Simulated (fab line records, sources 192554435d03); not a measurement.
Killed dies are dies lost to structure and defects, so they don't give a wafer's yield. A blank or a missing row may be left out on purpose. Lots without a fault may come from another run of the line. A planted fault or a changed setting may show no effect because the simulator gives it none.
fab line records | flow n5_finfet
record lots=10 wafers=28 last_day=18
route steps=1938 shown BEOL_M4@1111 BEOL_M7@1320 BEOL_M8@1332 PASSIVATION@1936
lots that met no fault: from a run of the same line without faults
start_h: hours from the record's first day to the start of the lot's first wafer shown | wait_h: hours since the lot's step before | " the same as in the row above | L1.1+2: a row that stands for several wafers | - no value, or no start given | * or withheld: withheld | < > ~ a bound
route shown NAME@n: a module of which the file shows steps, and the number in the route of the first | usual: mean/standard deviation of fault-free wafers | same: alike in all rows | chamber/n: place in a boat | sites: the reading at each site | _std_site: their standard deviation | _edge_site: outer sites' mean less inner sites' | radius_mm: how far each site lies from the wafer's centre | mask NAME#n: copy n | behind: the tool/chamber that last shaped the wafer | hold: why the lot was held/for how many hours/how that ended | device: the transistor (n, p or np) that didn't switch | end of line: the same wafers' tests at the end of the route | a step without rows: its recipe alone | killed: dies lost to structure and defects at the first sort, not the wafer's yield | map: a wafer's dies, x killed, . not, _ none there
set.NAME: the setting as run; set.NAME@STEP: as run at that earlier step | model.NAME: the simulator's own value behind a step, which no gauge read
steps of the route over a sample of lots; a table a step, a row a wafer
services: from which hour (start_h, from the record's first day; less than 0 if before it) a tool's chamber was out of use, for how many hours, and why
## steps
# step N5_BEOL_M4_RC_MEAS_101
# usual DIBL_N=35.8/1.5 DIBL_P=35.9/1.8 IOFF_N=0.152/0.025 IOFF_P=0.21/0.031 ION_N=672/11 ION_P=462/7.4 SS_N=71.5/0.52 SS_P=73.2/0.54 VT_N=250/3 VT_P=-250/3.3
# columns lot.wafer tool chamber start_h wait_h DIBL_N[mV/V] DIBL_P[mV/V] IOFF_N[nA/um] IOFF_P[nA/um] ION_N[uA/um] ION_P[uA/um] SS_N[mV/dec] SS_P[mV/dec] VT_N[mV] VT_P[mV]
L979.2 prober-01 0 178.69 0.2 34.4 31.2 0.096 0.13 655 449 70.5 72.3 261 -260
L979.4 " 0 " " 37.0 34.5 0.137 0.18 672 458 71.1 73.2 253 -254
L979.5 " 0 " " 36.8 34.3 0.137 0.18 669 458 71.2 73.1 251 -255
L985.1 prober-01 0 230.98 0.0 35.9 35.9 0.158 0.21 673 464 71.3 72.6 248 -245
L985.3 " 0 " " 36.2 36.9 0.169 0.23 684 469 71.0 73.7 248 -248
L985.4 " 0 " " 35.8 36.0 0.161 0.21 685 466 70.9 73.8 248 -251
L988.1 prober-01 0 236.76 0.0 37.1 37.8 0.177 0.23 667 458 71.3 74.7 248 -248
L988.2 " 0 " " 34.2 34.8 0.128 0.18 677 467 71.8 73.7 252 -250
L988.4 " 0 " " 35.5 36.5 0.145 0.20 672 459 71.3 74.1 251 -253
L989.1 prober-02 0 244.23 0.0 34.0 33.2 0.117 0.17 659 461 71.1 73.0 251 -252
L989.3 " 0 " " 33.8 33.3 0.122 0.18 655 455 70.5 72.8 252 -252
L990.2 prober-01 0 246.47 0.2 35.0 34.8 0.141 0.19 677 463 71.7 72.9 249 -253
L990.3 " 0 " " 35.6 35.4 0.143 0.20 667 464 71.7 73.0 253 -251
L990.6 " 0 " " 35.9 36.6 0.164 0.22 678 466 71.9 73.7 248 -249
L991.1 prober-02 0 261.63 0.0 35.2 36.2 0.142 0.20 675 461 71.5 73.4 250 -252
L991.2 " 0 " " 38.9 40.1 0.205 0.27 687 475 72.3 74.0 245 -247
L991.3 " 0 " " 35.4 35.7 0.134 0.20 658 456 71.5 72.7 250 -251
L992.1 prober-01 0 263.71 0.0 37.7 38.6 0.218 0.29 700 484 72.0 74.3 244 -243
L992.2 " 0 " " 36.0 35.8 0.172 0.23 676 465 71.6 72.8 245 -248
L992.3 " 0 " " 36.5 38.0 0.196 0.28 706 489 72.4 73.7 245 -243
L997.2 prober-02 0 300.52 0.2 33.7 34.6 0.135 0.20 662 465 71.3 72.6 251 -249
L997.3 " 0 " " 33.9 34.2 0.133 0.19 664 455 71.8 73.0 253 -251
L997.6 " 0 " " 34.5 34.7 0.145 0.20 653 455 71.4 73.2 254 -252
L998.1 prober-01 0 303.34 0.0 36.0 35.4 0.146 0.22 676 467 71.5 73.1 251 -249
L998.4 " 0 " " 35.9 35.9 0.154 0.23 678 466 71.8 73.0 246 -248
L998.6 " 0 " " 35.4 35.1 0.144 0.21 693 468 71.3 72.4 251 -248
L999.1 prober-02 0 321.00 0.0 35.6 35.7 0.151 0.21 666 465 71.9 73.4 251 -251
L999.4 " 0 " " 35.0 34.9 0.137 0.19 675 472 71.3 72.8 256 -253
# step N5_BEOL_M7_ALD_77
# recipe material=TaN target_thk_a=20 temp_c=275 ald_precursor_family=PDMAT ald_co_reactant=NH3 pressure_torr=3 carrier_flow_sccm=1500 pulse_time_s=2 purge_time_s=3 co_reactant_purge_time_s=2 co_reactant_pulse_time_s=3 ald_cycles=40 precursor_vessel_temp_c=75 precursor_vessel_pressure_torr=26.25 precursor_vessel_carrier_sccm=1000
# usual heater_power_w=410/31
# columns lot.wafer tool chamber start_h wait_h heater_power_w
L979.2 ald_metal-02 2 206.68 0.0 458
L979.4 " 3 " " 416
L979.5 " 2 " " 451
L985.1 ald_metal-01 0 258.52 0.1 389
L985.3 " 2 " " 433
L985.4 " 1 " " 394
L988.1 ald_metal-02 0 268.16 0.0 444
L988.2 " 2 " " 445
L988.4 " 3 " " 419
L989.1 ald_metal-02 2 273.81 0.1 448
L989.3 " 3 " " 422
L990.2 ald_metal-04 0 274.20 0.0 436
L990.3 " 3 " " 373
L990.6 " 1 " " 405
L991.1 ald_metal-01 0 288.88 0.0 392
L991.2 " 1 " " 397
L991.3 " 3 " " 348
L992.1 ald_metal-02 0 294.43 0.1 436
L992.2 " 3 " " 424
L992.3 " 2 " " 449
L997.2 ald_metal-02 0 324.58 0.0 437
L997.3 " 1 " " 416
L997.6 " 0 " " 440
L998.1 ald_metal-01 0 329.47 0.0 389
L998.4 " 3 " " 361
L998.6 " 2 " " 433
L999.1 ald_metal-01 2 349.67 0.3 423
L999.4 " 3 " " 359
# step N5_BEOL_M7_DEP_56
# recipe material=SiCN target_thk_a=100 temp_c=withheld precursor=3MS/NH3 pressure_torr=3 rf_w=202 time_s=17.5
# usual showerhead_plenum_p_Torr=3.666/0.013 throttle_valve_pct=9.0/0.45
# columns lot.wafer tool chamber start_h wait_h showerhead_plenum_p_Torr throttle_valve_pct
L979.2 pecvd-04 2 208.07 0.0 3.652 9.4
L979.4 " 0 " " 3.669 8.8
L979.5 " 2 " " 3.645 9.4
L985.1 pecvd-03 2 262.75 0.0 3.657 8.5
L985.3 " 1 " " 3.688 8.7
L985.4 " 2 " " 3.672 8.4
L988.1 pecvd-02 2 270.44 0.0 3.655 9.0
L988.2 " 0 " " 3.665 10.3
L988.4 " 0 " " 3.669 9.9
L990.2 pecvd-03 2 276.47 0.0 3.655 8.6
L990.3 " 1 " " 3.691 8.8
L990.6 " 1 " " 3.689 8.6
L989.1 pecvd-04 0 276.62 0.0 3.655 8.8
L989.3 " 1 " " 3.651 9.0
L991.1 pecvd-03 1 290.22 0.0 3.693 8.3
L991.2 " 0 " " 3.655 9.2
L991.3 " 2 " " 3.661 8.6
L992.1 pecvd-02 2 296.00 0.0 3.653 9.2
L992.2 " 1 " " 3.677 8.9
L992.3 " 0 " " 3.670 10.3
L997.2 pecvd-03 0 325.94 0.0 3.661 9.0
L997.3 " 1 " " 3.688 8.8
L997.6 " 2 " " 3.663 8.6
L998.1 pecvd-02 0 331.34 0.0 3.667 10.0
L998.4 " 2 " " 3.658 9.2
L998.6 " 1 " " 3.678 8.9
L999.1 pecvd-03 1 352.42 0.0 3.685 9.0
L999.4 " 2 " " 3.665 8.5
# step N5_BEOL_M8_ILD_DEP_00
# recipe material=SiCOH_lowk target_thk_a=1797.5 temp_c=300 precursor=DEMS/porogen pressure_torr=5 rf_w=500 time_s=33.4
# usual heater_power_w=305/38 showerhead_plenum_p_Torr=5.745/0.016 throttle_valve_pct=14.0/0.78
# columns lot.wafer tool chamber start_h wait_h heater_power_w showerhead_plenum_p_Torr throttle_valve_pct
L979.2 pecvd-04 1 208.20 0.0 321 5.729 13.5
L979.4 " 1 " " 327 5.735 13.4
L979.5 " 2 " " 234 5.724 14.1
L985.1 pecvd-01 2 263.08 0.0 263 5.757 13.5
L985.3 " 0 " " 351 5.759 13.6
L985.4 " 1 " " 294 5.743 15.2
L988.1 pecvd-01 2 270.57 0.0 282 5.747 13.4
L988.2 " 0 " " 365 5.747 13.6
L988.4 " 0 " " 359 5.763 13.7
L990.2 pecvd-01 2 276.60 0.0 246 5.758 13.6
L990.3 " 0 " " 334 5.765 13.2
L990.6 " 1 " " 291 5.752 15.4
L989.1 pecvd-03 1 276.76 0.0 273 5.752 13.6
L989.3 " 0 " " 332 5.729 14.1
L991.1 pecvd-01 2 290.35 0.0 299 5.749 13.6
L991.2 " 0 " " 339 5.757 13.8
L991.3 " 1 " " 288 5.761 15.6
L992.1 pecvd-04 0 296.13 0.0 292 5.709 13.4
L992.2 " 2 " " 232 5.717 14.8
L992.3 " 1 " " 253 5.740 13.3
L997.2 pecvd-04 1 326.07 0.0 295 5.734 13.3
L997.3 " 0 " " 373 5.735 13.5
L997.6 " 2 " " 209 5.706 14.7
L998.1 pecvd-04 0 331.47 0.0 339 5.737 13.7
L998.4 " 1 " " 316 5.713 13.6
L998.6 " 0 " " 337 5.749 13.4
L999.1 pecvd-01 1 352.56 0.0 260 5.752 15.5
L999.4 " 2 " " 265 5.747 13.5
# step N5_BEOL_M8_THK_MEAS_01
# recipe reads=SiCOH_lowk_of_BEOL_M8_ILD_DEP_00
# usual M8_ILD_THK=154.4/2.2
# columns lot.wafer tool chamber start_h wait_h M8_ILD_THK[nm]
L979.2 film_metro-01 - 209.28 0.4 156.8
L979.4 " - " " 158.6
L979.5 " - " " 157.1
L985.1 film_metro-01 - 263.65 0.4 151.3
L985.3 " - " " 153.1
L985.4 " - " " 155.0
L988.1 film_metro-01 - 271.15 0.4 151.9
L988.2 " - " " 149.9
L988.4 " - " " 155.0
L990.2 film_metro-02 - 277.17 0.4 153.1
L990.3 " - " " 153.4
L990.6 " - " " 154.1
L989.1 film_metro-01 - 277.40 0.4 152.4
L989.3 " - " " 152.7
L991.1 film_metro-01 - 291.40 0.8 151.7
L991.2 " - " " 153.4
L991.3 " - " " 151.5
L992.1 film_metro-02 - 296.71 0.4 151.5
L992.2 " - " " 151.9
L992.3 " - " " 155.8
L997.2 film_metro-01 - 326.65 0.4 268.3
L997.3 " - " " 151.8
L997.6 " - " " 152.6
L998.1 film_metro-02 - 332.05 0.4 266.9
L998.4 " - " " 156.7
L998.6 " - " " 156.1
L999.1 film_metro-02 - 353.61 0.8 155.4
L999.4 " - " " 156.5
# step N5_BEOL_M8_OVL_MEAS_12
# recipe points_per_wafer=44
# usual M8_OVL=-0.3/0.72
# columns lot.wafer tool chamber start_h wait_h M8_OVL[nm]
L979.2 overlay-02 0 210.82 0.0 0.4
L979.4 " 0 " " 0.6
L979.5 " 0 " " 0.3
L985.1 overlay-02 0 264.33 0.0 -0.6
L985.3 " 0 " " -0.9
L985.4 " 0 " " -0.7
L988.1 overlay-01 0 273.76 0.0 -1.1
L988.2 " 0 " " -1.1
L988.4 " 0 " " -1.0
L990.2 overlay-02 0 278.74 0.0 -1.4
L990.3 " 0 " " 0.5
L990.6 " 0 " " -1.2
L989.1 overlay-02 0 279.07 0.0 -1.3
L989.3 " 0 " " -1.4
L991.1 overlay-01 0 292.28 0.0 0.5
L991.2 " 0 " " -0.4
L991.3 " 0 " " 0.5
L992.1 overlay-01 0 298.22 0.0 0.0
L992.2 " 0 " " 0.4
L992.3 " 0 " " -0.7
L997.2 overlay-02 0 329.14 0.0 -0.7
L997.3 " 0 " " -0.8
L997.6 " 0 " " -0.1
L998.1 overlay-02 0 333.62 0.0 0.7
L998.4 " 0 " " 0.5
L998.6 " 0 " " 0.3
L999.1 overlay-01 0 356.54 0.0 0.2
L999.4 " 0 " " 0.5
# step N5_PASSIVATION_PROBE_49
# usual defect_limited_yield=91.7/1.7 killed_at_M0_to_M3=34/10 killed_at_M4_up=13/5.1 killed_at_contacts=12/6.2 killed_at_front_end=36/12 killed_at_other=3.2/2.6 killed_dies=98/20 killed_on_rim=13/4.5 killed_open=65/13 killed_short=32/8.4 sort_bin_5_function=4.8/1.1 sort_bin_6_memory=3.2/0.74 sort_bin_8_speed=0.00/0.012 sort_n_pass=1082/20 sort_yield_pct=91.7/1.7
# same gross_dies=1180 killed_at_back_side=0 sort_bin_4_leakage[%]=0
# columns lot.wafer tool chamber start_h wait_h defect_limited_yield[%] killed_at_M0_to_M3 killed_at_M4_up killed_at_contacts killed_at_front_end killed_at_other killed_dies killed_on_rim killed_open killed_short sort_bin_5_function[%] sort_bin_6_memory[%] sort_bin_8_speed[%] sort_n_pass sort_yield_pct[%]
L989.1 prober-01 - 350.89 0.0 93.4 29 11 14 23 1 78 10 54 22 4.0 2.5 0 1102 93.4
L989.3 prober-01 - 350.99 0.1 93.5 28 7 7 33 2 77 8 54 22 3.9 2.5 0 1103 93.5
L990.2 prober-02 - 353.84 0.1 90.1 34 22 6 54 1 117 19 67 50 5.5 3.8 0 1063 90.1
L990.3 prober-02 - 353.89 0.1 92.0 28 9 3 51 3 94 13 62 32 4.7 3.1 0 1086 92.0
L990.6 prober-02 - 354.04 0.3 91.0 25 11 17 50 3 106 14 78 26 5.5 3.2 0 1074 91.0
L991.1 prober-01 - 362.68 0.0 92.5 28 8 10 38 5 89 13 56 31 4.7 2.5 0 1091 92.5
L991.3 prober-01 - 362.78 0.1 92.4 32 17 8 26 7 90 12 58 32 4.7 2.7 0 1090 92.4
L992.1 prober-02 - 368.40 0.0 91.5 40 14 7 39 0 100 14 67 32 4.6 3.5 0 1080 91.5
L992.3 prober-02 - 368.50 0.1 88.5 62 10 19 41 4 136 18 92 44 7.3 3.8 0 1044 88.5
L997.2 prober-02 - 395.45 0.1 0 36 1100 10 34 0 1180 152 75 30 95.6 4.0 0 0 0
L997.3 prober-02 - 395.50 0.1 90.2 37 22 9 46 2 116 19 76 39 5.8 3.5 0 1064 90.2
L997.6 prober-02 - 395.65 0.3 90.3 43 22 9 41 0 115 12 85 29 5.9 3.6 0.08 1064 90.2
L998.1 prober-02 - 412.92 0.0 0 39 1080 14 42 5 1180 152 78 30 96.3 3.1 0 0 0
L998.4 prober-02 - 413.07 0.2 93.4 27 6 8 33 4 78 9 47 29 3.9 2.4 0 1102 93.4
L998.6 prober-02 - 413.17 0.3 91.3 30 13 12 42 6 103 13 70 31 5.9 2.5 0 1077 91.3
# killed by level:class
L989.1 MOL_CONTACT_COAG:geometric_particle:open=14 FIN_SAQP:geometric_particle:short=5 BEOL_M1:geometric_particle:open=5 BEOL_M2:geometric_particle:open=5 STARTING-WAFER:geometric_particle:short=4 BEOL_M0_SAQP:geometric_particle:open=4 BEOL_M0_SAQP:geometric_particle:short=4 BEOL_M3:geometric_particle:open=4
L989.3 FIN_SAQP:geometric_particle:open=10 MOL_CONTACT_COAG:geometric_particle:open=7 BEOL_M2:geometric_particle:open=7 FIN_SAQP:geometric_particle:short=5 STI_FIN_REVEAL:geometric_particle:open=4 BEOL_M0_SAQP:geometric_particle:open=4 BEOL_M0_SAQP:geometric_particle:short=4 BEOL_M1:geometric_particle:open=4
L990.2 BEOL_M0_SAQP:geometric_particle:short=12 FIN_SAQP:geometric_particle:short=11 FIN_SAQP:geometric_particle:open=9 BEOL_M4:geometric_particle:open=9 GATE_CUT:geometric_particle:short=7 BEOL_M2:geometric_particle:open=7 BEOL_M0_SAQP:geometric_particle:open=6 ILD0:geometric_particle:open=5
L990.3 BEOL_M1:geometric_particle:open=13 FIN_SAQP:geometric_particle:open=10 STI_FIN_REVEAL:geometric_particle:open=9 GATE_CUT:geometric_particle:short=9 ILD0:geometric_particle:open=4 GATE_CUT:geometric_particle:open=4 BEOL_M3:geometric_particle:open=4 BEOL_M0_SAQP:geometric_particle:short=3
L990.6 MOL_CONTACT_COAG:geometric_particle:open=15 FIN_SAQP:geometric_particle:short=10 FIN_SAQP:geometric_particle:open=10 BEOL_M0_SAQP:geometric_particle:open=7 BEOL_M1:geometric_particle:open=7 ILD0:geometric_particle:open=6 SPACER0:geometric_particle:open=5 GATE_CUT:geometric_particle:open=4
L991.1 MOL_CONTACT_COAG:geometric_particle:open=9 DUMMY_GATE:geometric_particle:open=7 FIN_SAQP:geometric_particle:short=6 BEOL_M0_SAQP:geometric_particle:short=6 FIN_SAQP:geometric_particle:open=5 STI_FIN_REVEAL:geometric_particle:open=5 BEOL_M1:geometric_particle:open=5 BEOL_M2:geometric_particle:open=5
L991.3 BEOL_M0_SAQP:geometric_particle:open=12 BEOL_M0_SAQP:geometric_particle:short=12 BEOL_M4:geometric_particle:open=9 MOL_CONTACT_COAG:geometric_particle:open=7 STI_FIN_REVEAL:geometric_particle:open=5 FIN_SAQP:geometric_particle:short=4 BEOL_M8:geometric_particle:open=4 DUMMY_GATE:geometric_particle:open=3
L992.1 BEOL_M0_SAQP:geometric_particle:open=18 FIN_SAQP:geometric_particle:open=10 BEOL_M3:geometric_particle:open=9 MOL_CONTACT_COAG:geometric_particle:open=7 BEOL_M4:geometric_particle:open=6 FIN_SAQP:geometric_particle:short=5 STI_FIN_REVEAL:geometric_particle:open=5 DUMMY_GATE:geometric_particle:short=5
L992.3 BEOL_M0_SAQP:geometric_particle:open=17 BEOL_M0_SAQP:geometric_particle:short=15 MOL_CONTACT_COAG:geometric_particle:open=15 BEOL_M3:geometric_particle:open=14 STI_FIN_REVEAL:geometric_particle:open=13 FIN_SAQP:geometric_particle:open=7 FIN_SAQP:geometric_particle:short=6 GATE_CUT:geometric_particle:short=6
L997.2 BEOL_M8:area_etch=1075 BEOL_M4:geometric_particle:open=16 BEOL_M2:geometric_particle:open=13 MOL_CONTACT_COAG:geometric_particle:open=9 GATE_CUT:geometric_particle:short=6 BEOL_M3:geometric_particle:open=6 STI_FIN_REVEAL:geometric_particle:open=5 FIN_SAQP:geometric_particle:short=4
L997.3 FIN_SAQP:geometric_particle:short=15 FIN_SAQP:geometric_particle:open=11 BEOL_M2:geometric_particle:open=11 BEOL_M3:geometric_particle:open=10 BEOL_M4:geometric_particle:open=8 MOL_CONTACT_COAG:geometric_particle:open=7 BEOL_M0_SAQP:geometric_particle:open=6 DUMMY_GATE:geometric_particle:open=5
L997.6 BEOL_M4:geometric_particle:open=12 BEOL_M2:geometric_particle:open=11 FIN_SAQP:geometric_particle:open=9 MOL_CONTACT_COAG:geometric_particle:open=8 BEOL_M0_SAQP:geometric_particle:short=8 BEOL_M1:geometric_particle:open=8 FIN_SAQP:geometric_particle:short=6 STI_FIN_REVEAL:geometric_particle:open=6
L998.1 BEOL_M8:area_etch=1071 MOL_CONTACT_COAG:geometric_particle:open=11 FIN_SAQP:geometric_particle:open=10 BEOL_M2:geometric_particle:open=8 BEOL_M0_SAQP:geometric_particle:short=7 BEOL_M1:geometric_particle:open=6 BEOL_M3:geometric_particle:open=6 DUMMY_GATE:geometric_particle:open=5
L998.4 BEOL_M2:geometric_particle:open=7 ILD0:geometric_particle:short=6 BEOL_M0_SAQP:geometric_particle:short=6 MOL_CONTACT_COAG:geometric_particle:open=5 BEOL_M1:geometric_particle:open=5 FIN_SAQP:geometric_particle:short=4 FIN_SAQP:geometric_particle:open=4 STI_FIN_REVEAL:geometric_particle:open=4
L998.6 FIN_SAQP:geometric_particle:short=12 BEOL_M4:geometric_particle:open=10 MOL_CONTACT_COAG:geometric_particle:open=9 FIN_SAQP:geometric_particle:open=8 STI_FIN_REVEAL:geometric_particle:open=7 BEOL_M1:geometric_particle:open=6 BEOL_M0_SAQP:geometric_particle:open=5 BEOL_M0_SAQP:geometric_particle:short=4
## services
# columns tool chamber start_h hours kind
pecvd-01 2 190.80 4.7 repair
pecvd-02 0 197.89 5.5 scheduled_down
pecvd-01 0 207.72 6.4 repair
pecvd-04 1 208.31 2.1 scheduled_down
pecvd-01 2 220.22 - clean
pecvd-01 2 220.22 - consumable_replace:showerhead
pecvd-01 2 220.22 29.0 scheduled_down
pecvd-01 2 220.22 29.0 vent_cycle
pecvd-02 - 233.00 0.7 repair
pecvd-04 - 252.22 14.6 pm
pecvd-03 0 258.06 5.5 scheduled_down
ald_metal-01 - 279.23 2.8 pm
ald_metal-02 0 281.63 3.5 repair
ald_metal-04 - 282.81 14.6 pm
pecvd-02 2 317.65 2.1 scheduled_down
ald_metal-02 1 328.48 48.2 repair
pecvd-01 - 329.86 1.7 repair
ald_metal-04 - 337.25 14.0 pm
ald_metal-04 0 337.25 14.0 vent_cycle
ald_metal-04 1 337.25 14.0 vent_cycle
ald_metal-04 2 337.25 14.0 vent_cycle
pecvd-01 0 340.59 5.5 scheduled_down
pecvd-04 1 341.19 4.1 repair
ald_metal-02 - 346.50 6.0 pm
## key
first_sign step=N5_BEOL_M8_THK_MEAS_01 reading=M8_ILD_THK direction=up sigmas=51 usual=154.4 struck=267.6
effect step=N5_PASSIVATION_PROBE_49 reading=killed_at_M4_up direction=up sigmas=99+ usual=13 struck=1090
more_kills_born_at N5_BEOL_M8_ETCH_41@rie_diel-02=1075 N5_BEOL_M8_ETCH_41@rie_diel-03=1071
met_at N5_BEOL_M8_ILD_DEP_00
struck_lots L997,L998
struck_wafers L997.2,L998.1
later_rows_left_out L997.2,L998.1
not_acting_at N5_BEOL_M7_ALD_77,N5_BEOL_M7_DEP_56,N5_BEOL_M8_OVL_MEAS_12
onset_between 296.13 326.07
fault kind=process_parameter_drift tool=pecvd-04 chamber=- onset_h=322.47 steps=N5_BEOL_M8_ILD_DEP_00 channel=time_s offset=* shape=step end_h=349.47 scope=struck_wafers_only acts_in=* stated=*
# later_rows_left_out: the simulator's readings of these wafers behind a module that went badly wrong aren't trusted and aren't shown, but for the sort
